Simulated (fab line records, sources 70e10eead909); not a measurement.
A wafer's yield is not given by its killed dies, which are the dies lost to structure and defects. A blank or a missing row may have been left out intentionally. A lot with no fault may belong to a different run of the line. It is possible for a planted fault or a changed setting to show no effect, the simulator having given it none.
fab line records ; flow nand_harc
[record] lots = 15; wafers = 45; last_day = 32
route steps=1302 shown A_BONDPAD@1204
lots untouched by any fault: they come from a run of this same line in which no faults occurred
start_h: hours from the record's first day to the start of the lot's first wafer shown ; wait_h: hours since the lot's step before ; " repeats the value in the row above ; L1.1+2: a single row standing in for several wafers ; - no value, or no start was given ; * or withheld: withheld ; < > ~ a bound
route shown NAME@n: names a module that has steps shown in the file, with the first one's number in the route ; usual: the fault-free wafers' mean and standard deviation ; same: alike in all rows ; chamber/n: place in a boat ; sites: each site's reading ; _std_site: standard deviation across them ; _edge_site: mean of outer sites minus mean of inner sites ; radius_mm: how far each site lies from the wafer's centre ; mask NAME#n: copy n ; behind: the last tool/chamber to shape the wafer ; hold: what put the lot on hold/how long, in hours/how the hold closed ; device: names the non-switching transistor (n, p or np) ; end of line: tests of these same wafers at the route's end ; a step without rows: its recipe alone ; killed: at the first sort, the dies lost to defects and structure; wafer yield is something else ; map: the dies of a wafer, with x for killed, . for not killed, _ for no die there
set.NAME: setting as actually run; set.NAME@STEP: the setting as run at that earlier step ; model.NAME: the simulator's own value behind a step, which no gauge read
a sample of lots followed through the steps of the route, with each step as a table and each wafer as a row
services: a tool's chamber out of use, with start hour (start_h, from the record's first day; less than 0 if before it), hours out, and reason
[[steps]]
[step NHARC_A_BONDPAD_THK_MEAS_30]
[recipe] thk_meas_gauge = ellipsometry
[usual] thk_nm = 199.4/1.8
lot.wafer;tool;chamber;start_h;wait_h;thk_nm
L963.1;film_metro-02;-;532.81;0.2;201.4
L963.2;film_metro-02;-;532.81;0.2;199.8
L963.6;film_metro-02;-;532.81;0.2;200.2
L965.1;film_metro-01;-;548.51;0.2;202.5
L965.4;film_metro-01;-;548.51;0.2;197.2
L965.5;film_metro-01;-;548.51;0.2;200.1
L964.1;film_metro-01;-;553.62;0.2;199.6
L964.4;film_metro-01;-;553.62;0.2;200.3
L964.5;film_metro-01;-;553.62;0.2;196.8
L966.2;film_metro-02;-;554.19;0.2;202.1
L966.4;film_metro-02;-;554.19;0.2;202.5
L966.5;film_metro-02;-;554.19;0.2;200.1
L967.1;film_metro-01;-;556.36;0.1;202.8
L967.2;film_metro-01;-;556.36;0.1;198.1
L967.6;film_metro-01;-;556.36;0.1;197.5
L968.2;film_metro-01;-;583.96;0.2;200.4
L968.4;film_metro-01;-;583.96;0.2;202.2
L968.5;film_metro-01;-;583.96;0.2;202.0
L969.1;film_metro-01;-;604.69;0.2;197.1
L969.2;film_metro-01;-;604.69;0.2;196.9
L969.6;film_metro-01;-;604.69;0.2;198.1
L973.1;film_metro-02;-;635.91;0.2;197.5
L973.4;film_metro-02;-;635.91;0.2;198.7
L973.5;film_metro-02;-;635.91;0.2;197.8
L976.1;film_metro-01;-;652.61;0.2;199.2
L976.2;film_metro-01;-;652.61;0.2;199.4
L976.3;film_metro-01;-;652.61;0.2;199.1
L974.2;film_metro-02;-;655.79;0.2;202.6
L974.3;film_metro-02;-;655.79;0.2;202.3
L974.6;film_metro-02;-;655.79;0.2;199.0
L975.1;film_metro-02;-;661.62;0.2;200.0
L975.3;film_metro-02;-;661.62;0.2;196.9
L975.4;film_metro-02;-;661.62;0.2;196.6
L980.2;film_metro-02;-;684.98;0.2;195.7
L980.3;film_metro-02;-;684.98;0.2;200.0
L980.4;film_metro-02;-;684.98;0.2;197.2
L984.1;film_metro-01;-;727.14;0.2;199.4
L984.2;film_metro-01;-;727.14;0.2;199.4
L984.6;film_metro-01;-;727.14;0.2;198.0
L986.1;film_metro-02;-;734.48;0.2;197.0
L986.3;film_metro-02;-;734.48;0.2;200.8
L986.5;film_metro-02;-;734.48;0.2;195.4
L985.1;film_metro-01;-;740.69;0.2;198.6
L985.4;film_metro-01;-;740.69;0.2;199.7
L985.6;film_metro-01;-;740.69;0.2;199.7
[step NHARC_A_BONDPAD_ETCH_34]
[recipe] target_depth_a = 600; overetch_a = 180; time_s = 65.91; ion_energy_ev = 200; n2_flow_sccm = 150; h2_flow_sccm = 150; ar_flow_sccm = 0; rf_w = 400; bias_w = 150; chemistry = N2/H2
[usual] drypump_motor_current_A = 5.9/0.37; n2_flow_sccm = 150.0/0.47; oes_product_au = 0.998/0.013; rf_fwd_power_W = 396.6/1.6; rf_vpp_V = 430.6/2.8; showerhead_plenum_p_Torr = 2.04/0.099; throttle_valve_pct = 14.170/0.0084
[same] time_s = 65.91
lot.wafer;tool;chamber;start_h;wait_h;drypump_motor_current_A;n2_flow_sccm;oes_product_au;rf_fwd_power_W;rf_hours_counter_h;rf_vpp_V;showerhead_plenum_p_Torr;throttle_valve_pct
L963.2;rie_diel-02;1;533.69;0.1;5.8;149.4;1.020;395.1;2;427.9;1.94;14.170
L963.1;rie_diel-02;3;533.69;0.1;6.1;149.7;1.000;399.5;3;434.4;2.17;14.174
L963.6;rie_diel-02;1;533.69;0.1;5.8;149.6;1.031;392.8;-;427.9;1.94;14.165
L965.1;rie_diel-02;0;549.37;0.1;6.0;149.7;1.001;397.3;3;432.2;2.12;14.171
L965.4;rie_diel-02;2;549.37;0.1;6.0;149.8;1.027;395.8;2;428.3;1.95;14.177
L965.5;rie_diel-02;0;549.37;0.1;6.0;149.7;0.997;396.0;-;432.1;2.12;14.168
L964.1;rie_diel-02;0;554.36;0.1;6.0;150.5;0.988;397.0;3;433.0;2.12;14.172
L964.4;rie_diel-02;2;554.36;0.1;6.0;150.3;1.013;398.3;3;426.4;1.95;14.162
L964.5;rie_diel-02;0;554.36;0.1;6.0;149.5;0.987;398.3;-;433.1;2.12;14.177
L966.2;rie_diel-02;3;555.06;0.1;6.1;149.2;0.987;396.4;3;434.9;2.17;14.159
L966.4;rie_diel-02;0;555.06;0.1;6.0;149.7;0.998;395.9;3;432.6;2.12;14.174
L966.5;rie_diel-02;3;555.06;0.1;6.1;149.5;0.989;399.5;-;434.2;2.17;14.169
L967.2;rie_diel-04;3;557.10;0.1;5.0;149.8;0.995;396.5;2;426.4;1.90;14.166
L967.1;rie_diel-04;1;557.10;0.1;5.5;149.8;0.980;398.2;2;431.3;2.05;14.168
L967.6;rie_diel-04;2;557.10;0.1;6.4;150.2;0.973;396.4;-;428.9;1.96;14.180
L968.2;rie_diel-04;3;584.82;0.1;5.0;150.2;0.986;398.6;7;426.7;1.90;14.181
L968.4;rie_diel-04;2;584.82;0.1;6.3;150.3;0.992;393.6;7;429.1;1.96;14.168
L968.5;rie_diel-04;0;584.82;0.1;6.0;149.8;1.013;394.4;-;434.6;2.14;14.157
L969.2;rie_diel-04;3;605.56;0.1;5.0;149.8;0.982;397.5;10;427.3;1.89;14.173
L969.1;rie_diel-04;1;605.56;0.1;5.5;150.4;0.984;396.5;9;430.0;2.05;14.169
L969.6;rie_diel-04;3;605.56;0.1;5.0;149.7;0.977;397.8;-;427.7;1.89;14.180
L973.4;rie_diel-02;2;636.79;0.1;6.0;150.3;1.002;394.4;1;427.5;1.95;14.168
L973.1;rie_diel-02;0;636.79;0.1;6.0;149.0;0.979;397.7;1;433.0;2.12;14.159
L973.5;rie_diel-02;2;636.79;0.1;6.0;150.9;1.006;394.9;-;428.9;1.95;14.192
L976.1;rie_diel-02;2;653.49;0.1;6.0;150.4;1.004;396.6;2;428.8;1.95;14.158
L976.2;rie_diel-02;0;653.49;0.1;6.0;150.1;0.972;395.7;2;432.1;2.12;14.162
L976.3;rie_diel-02;1;653.49;0.1;5.8;150.8;1.018;396.2;2;428.0;1.94;14.183
L974.2;rie_diel-02;3;656.62;0.1;6.1;150.2;0.992;396.0;2;434.2;2.17;14.169
L974.3;rie_diel-02;2;656.62;0.1;6.0;148.9;0.996;397.0;2;429.5;1.95;14.187
L974.6;rie_diel-02;3;656.62;0.1;6.1;150.5;0.998;396.8;-;433.3;2.17;14.160
L975.4;rie_diel-02;3;662.49;0.1;6.1;149.1;0.980;398.2;2;433.3;2.17;14.158
L975.3;rie_diel-02;0;662.49;0.1;6.0;150.2;0.984;399.1;2;433.5;2.12;14.167
L975.1;rie_diel-02;2;662.49;0.1;5.9;149.7;0.997;397.9;2;428.0;1.95;14.175
L980.2;rie_diel-04;1;685.85;0.1;5.5;149.4;0.994;393.4;25;431.4;2.05;14.182
L980.4;rie_diel-04;3;685.85;0.1;5.0;150.2;0.984;397.3;26;426.1;1.89;14.160
L980.3;rie_diel-04;0;685.85;0.1;6.0;149.1;1.002;395.7;25;432.9;2.13;14.160
L984.2;rie_diel-04;2;728.00;0.1;6.4;150.5;1.016;395.4;1;426.2;1.95;14.170
L984.1;rie_diel-04;0;728.00;0.1;6.0;150.4;1.009;393.6;1;432.5;2.13;14.176
L984.6;rie_diel-04;3;728.00;0.1;5.0;149.7;0.982;397.6;-;426.8;1.89;14.186
L986.3;rie_diel-04;2;735.23;0.1;6.4;150.3;1.013;394.0;1;428.7;1.95;14.168
L986.1;rie_diel-04;3;735.23;0.1;4.9;150.3;0.972;398.3;1;428.1;1.89;14.165
L986.5;rie_diel-04;1;735.23;0.1;5.5;150.0;1.000;396.6;-;430.3;2.04;14.169
L985.1;rie_diel-02;2;741.56;0.1;5.9;150.6;0.992;396.9;4;427.4;1.95;14.176
L985.4;rie_diel-02;0;741.56;0.1;6.0;150.3;0.979;396.4;4;431.6;2.12;14.160
L985.6;rie_diel-02;3;741.56;0.1;6.1;150.4;0.986;399.0;-;434.9;2.17;14.165
[step NHARC_A_BONDPAD_ETCH_12]
[recipe] target_depth_a = 2200; time_s = 110; chf3_flow_sccm = 50; o2_flow_sccm = 10; ar_flow_sccm = 200; rf_w = 500; bias_w = 200; chemistry = CHF3/O2
[usual] drypump_motor_current_A = 5.9/0.35; oes_product_au = 0.944/0.023; rf_fwd_power_W = 497.1/1.8; rf_vpp_V = 370.4/2.4; showerhead_plenum_p_Torr = 2.39/0.11; throttle_valve_pct = 20.572/0.0092
[same] time_s = 110
lot.wafer;tool;chamber;start_h;wait_h;drypump_motor_current_A;oes_product_au;rf_fwd_power_W;rf_hours_counter_h;rf_vpp_V;showerhead_plenum_p_Torr;throttle_valve_pct
L963.2;rie_diel-02;0;533.80;-;6.0;0.922;496.3;3;371.4;2.49;20.576
L963.1;rie_diel-02;1;533.80;-;5.8;0.948;497.1;2;368.8;2.30;20.576
L963.6;rie_diel-02;1;533.80;-;5.8;0.944;496.9;-;369.5;2.30;20.566
L965.4;rie_diel-02;1;549.46;-;5.8;0.981;495.1;2;366.7;2.30;20.576
L965.1;rie_diel-02;2;549.46;-;5.9;0.996;496.1;2;368.4;2.30;20.571
L965.5;rie_diel-02;1;549.46;-;5.8;0.977;496.6;-;368.5;2.30;20.582
L964.4;rie_diel-02;1;554.45;-;5.8;0.937;495.6;2;368.7;2.30;20.566
L964.1;rie_diel-02;3;554.45;-;6.1;0.914;498.1;3;372.2;2.54;20.563
L964.5;rie_diel-02;2;554.45;-;6.0;0.934;500.9;-;368.3;2.30;20.581
L966.4;rie_diel-02;3;555.15;-;6.1;0.914;495.0;3;374.6;2.54;20.575
L966.2;rie_diel-02;1;555.15;-;5.8;0.952;499.4;3;367.6;2.30;20.576
L966.5;rie_diel-02;2;555.15;-;6.0;0.938;496.5;-;368.5;2.31;20.575
L967.2;rie_diel-04;0;557.19;-;6.0;0.983;499.5;2;374.4;2.51;20.572
L967.1;rie_diel-04;2;557.19;-;6.4;0.951;494.2;2;368.7;2.31;20.563
L967.6;rie_diel-04;1;557.19;-;5.5;0.943;500.2;-;370.9;2.42;20.555
L968.4;rie_diel-04;2;584.93;-;6.4;0.953;496.3;7;368.9;2.31;20.571
L968.2;rie_diel-04;3;584.93;-;5.0;0.946;496.3;7;366.1;2.24;20.576
L968.5;rie_diel-04;0;584.93;-;6.0;0.969;494.3;-;373.4;2.51;20.575
L969.1;rie_diel-04;1;605.64;-;5.5;0.923;498.0;9;371.2;2.41;20.572
L969.2;rie_diel-04;2;605.64;-;6.4;0.922;494.7;10;368.3;2.31;20.568
L969.6;rie_diel-04;1;605.64;-;5.5;0.921;495.8;-;369.5;2.41;20.564
L973.1;rie_diel-02;1;636.88;-;5.8;0.950;494.3;1;368.3;2.30;20.569
L973.4;rie_diel-02;3;636.88;-;6.1;0.958;498.7;2;374.1;2.54;20.572
L973.5;rie_diel-02;1;636.88;-;5.8;0.947;496.8;-;368.5;2.30;20.575
L976.1;rie_diel-02;0;653.58;-;6.0;0.886;439.5;2;371.3;2.49;20.572
L976.3;rie_diel-02;1;653.58;-;5.8;0.962;495.2;2;369.1;2.30;20.575
L976.2;rie_diel-02;3;653.58;-;6.1;0.975;494.7;2;373.2;2.54;20.555
L974.2;rie_diel-02;0;656.72;-;6.0;0.840;440.3;2;371.8;2.49;20.580
L974.3;rie_diel-02;1;656.72;-;5.8;0.935;498.1;2;367.4;2.30;20.566
L974.6;rie_diel-02;0;656.72;-;6.0;0.851;440.5;-;371.7;2.49;20.574
L975.1;rie_diel-02;0;662.58;-;6.0;0.884;437.8;2;373.2;2.49;20.575
L975.4;rie_diel-02;2;662.58;-;5.9;0.959;496.3;2;369.0;2.30;20.565
L975.3;rie_diel-02;3;662.58;-;6.1;0.974;497.8;2;375.3;2.54;20.569
L980.2;rie_diel-04;2;686.06;-;6.4;0.917;497.7;23;366.7;2.30;20.553
L980.3;rie_diel-04;3;686.06;-;5.0;0.903;497.2;26;367.3;2.24;20.577
L980.4;rie_diel-04;0;686.06;-;6.0;0.921;495.7;25;371.2;2.50;20.573
L984.2;rie_diel-04;2;728.09;-;6.4;0.985;493.6;1;368.0;2.30;20.580
L984.1;rie_diel-04;0;728.09;-;6.0;0.963;495.7;1;374.2;2.50;20.566
L984.6;rie_diel-04;2;728.09;-;6.4;0.979;492.8;-;368.1;2.30;20.573
L986.3;rie_diel-04;3;735.31;-;5.0;0.910;497.8;1;366.2;2.24;20.573
L986.1;rie_diel-04;0;735.31;-;6.0;0.941;494.9;1;371.7;2.50;20.582
L986.5;rie_diel-04;3;735.31;-;5.0;0.906;495.7;-;367.4;2.24;20.584
L985.1;rie_diel-02;2;741.65;-;6.0;0.981;497.0;4;369.0;2.30;20.560
L985.4;rie_diel-02;1;741.65;-;5.8;0.953;497.4;4;367.8;2.30;20.566
L985.6;rie_diel-02;2;741.65;-;6.0;0.981;499.0;-;369.1;2.30;20.580
[step NHARC_A_BONDPAD_ANNEAL_28]
[recipe] temp_c = 225; time_s = 90
[usual] anneal_temp_c_max = 225.61/0.19; wafer_temp_C_max = 226.0/0.33
[same] time_s = 90
lot.wafer;tool;chamber;start_h;wait_h;anneal_temp_c_max;wafer_temp_C_max
L963.1;rtp_anneal-02;0;535.38;0.3;225.90;226.1
L963.2;rtp_anneal-02;0;535.38;0.3;225.75;225.8
L963.6;rtp_anneal-02;0;535.38;0.3;225.64;225.7
L965.1;rtp_anneal-02;0;550.96;-;225.58;225.7
L965.4;rtp_anneal-02;0;550.96;-;225.68;225.9
L965.5;rtp_anneal-02;0;550.96;-;225.91;225.6
L964.1;rtp_anneal-02;0;556.00;0.3;225.79;226.1
L964.4;rtp_anneal-02;0;556.00;0.3;225.86;225.8
L964.5;rtp_anneal-02;0;556.00;0.3;225.92;225.6
L966.2;rtp_anneal-02;0;556.72;-;225.50;225.7
L966.4;rtp_anneal-02;0;556.72;-;225.85;225.9
L966.5;rtp_anneal-02;0;556.72;-;225.77;226.5
L967.1;rtp_anneal-02;0;558.69;0.3;225.52;225.8
L967.2;rtp_anneal-02;0;558.69;0.3;225.59;225.6
L967.6;rtp_anneal-02;0;558.69;0.3;225.76;225.7
L968.2;rtp_anneal-01;0;586.47;0.4;225.45;225.9
L968.4;rtp_anneal-01;0;586.47;0.4;225.56;226.7
L968.5;rtp_anneal-01;0;586.47;0.4;225.40;226.1
L969.1;rtp_anneal-01;0;607.20;0.3;225.48;225.9
L969.2;rtp_anneal-01;0;607.20;0.3;225.60;226.2
L969.6;rtp_anneal-01;0;607.20;0.3;225.56;226.0
L973.1;rtp_anneal-02;0;638.38;-;225.69;225.7
L973.4;rtp_anneal-02;0;638.38;-;225.55;225.9
L973.5;rtp_anneal-02;0;638.38;-;225.35;225.5
L976.1;rtp_anneal-01;0;655.08;-;225.74;226.5
L976.2;rtp_anneal-01;0;655.08;-;225.79;226.1
L976.3;rtp_anneal-01;0;655.08;-;226.09;226.4
L974.2;rtp_anneal-01;0;658.27;-;225.59;226.0
L974.3;rtp_anneal-01;0;658.27;-;225.17;226.1
L974.6;rtp_anneal-01;0;658.27;-;225.66;225.9
L975.1;rtp_anneal-01;0;664.08;-;225.53;226.4
L975.3;rtp_anneal-01;0;664.08;-;225.54;226.1
L975.4;rtp_anneal-01;0;664.08;-;225.42;226.2
L980.2;rtp_anneal-01;0;687.66;0.3;225.17;226.3
L980.3;rtp_anneal-01;0;687.66;0.3;225.14;226.3
L980.4;rtp_anneal-01;0;687.66;0.3;225.55;226.4
L984.1;rtp_anneal-01;0;729.60;0.3;225.52;226.2
L984.2;rtp_anneal-01;0;729.60;0.3;225.59;226.1
L984.6;rtp_anneal-01;0;729.60;0.3;225.28;226.3
L986.1;rtp_anneal-02;0;736.86;-;225.61;226.0
L986.3;rtp_anneal-02;0;736.86;-;225.80;225.6
L986.5;rtp_anneal-02;0;736.86;-;225.91;226.1
L985.1;rtp_anneal-02;0;743.59;-;225.07;226.0
L985.4;rtp_anneal-02;0;743.59;-;225.71;225.9
L985.6;rtp_anneal-02;0;743.59;-;225.62;225.5
[[services]]
tool;chamber;start_h;hours;kind
rie_diel-02;2;514.53;8.2;repair
rie_diel-02;1;514.61;8.0;repair
rie_diel-04;3;515.41;4.2;repair
rie_diel-02;0;519.91;4.8;repair
rie_diel-02;0;528.54;-;clean
rie_diel-02;1;528.54;-;clean
rie_diel-02;2;528.54;-;clean
rie_diel-02;3;528.54;-;clean
rie_diel-02;2;530.47;4.6;repair
rie_diel-04;-;531.90;9.0;pm
rie_diel-02;0;553.04;-;clean
rie_diel-02;1;553.04;-;clean
rie_diel-02;2;553.04;-;clean
rie_diel-02;3;553.04;-;clean
rie_diel-02;-;574.04;9.0;pm
rie_diel-02;0;574.04;9.0;vent_cycle
rie_diel-02;1;574.04;9.0;vent_cycle
rie_diel-02;2;574.04;9.0;vent_cycle
rie_diel-02;3;574.04;9.0;vent_cycle
rie_diel-02;-;642.66;0.9;repair
rie_diel-04;2;651.55;7.8;repair
rie_diel-02;3;684.12;3.1;repair
rie_diel-04;-;708.90;9.0;pm
rie_diel-02;-;712.00;1.1;repair
[[key]]
[first_sign] step = NHARC_A_BONDPAD_ETCH_12; reading = rf_fwd_power_W; direction = down; sigmas = 32; usual = *; struck = *
[effect] step = NHARC_A_BONDPAD_ETCH_12; reading = oes_product_au; direction = down; sigmas = 3.4; usual = 0.944; struck = 0.865
met_at NHARC_A_BONDPAD_ETCH_12
struck_lots L974,L975,L976
struck_wafers L974.2,L974.6,L975.1,L976.1
later_rows_left_out L974.2,L974.6,L975.1,L976.1
sort_left_out L974.2,L974.6,L975.1,L976.1
not_acting_at NHARC_A_BONDPAD_THK_MEAS_30,NHARC_A_BONDPAD_ETCH_34,NHARC_A_BONDPAD_ANNEAL_28
onset_between 533.80 653.58
[fault] kind = process_parameter_drift; tool = rie_diel-02; chamber = 0; onset_h = 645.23; steps = NHARC_A_BONDPAD_ETCH_12; channel = rf_w; offset = *; shape = step; end_h = 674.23; acts_in = *; stated = *
// sort_left_out: the simulated sort isn't trusted on such a fault, so these wafers' sort isn't shown, and their yield isn't known
// later_rows_left_out: the simulator's readings of these wafers behind a module that went badly wrong aren't trusted and aren't shown, but for the sort
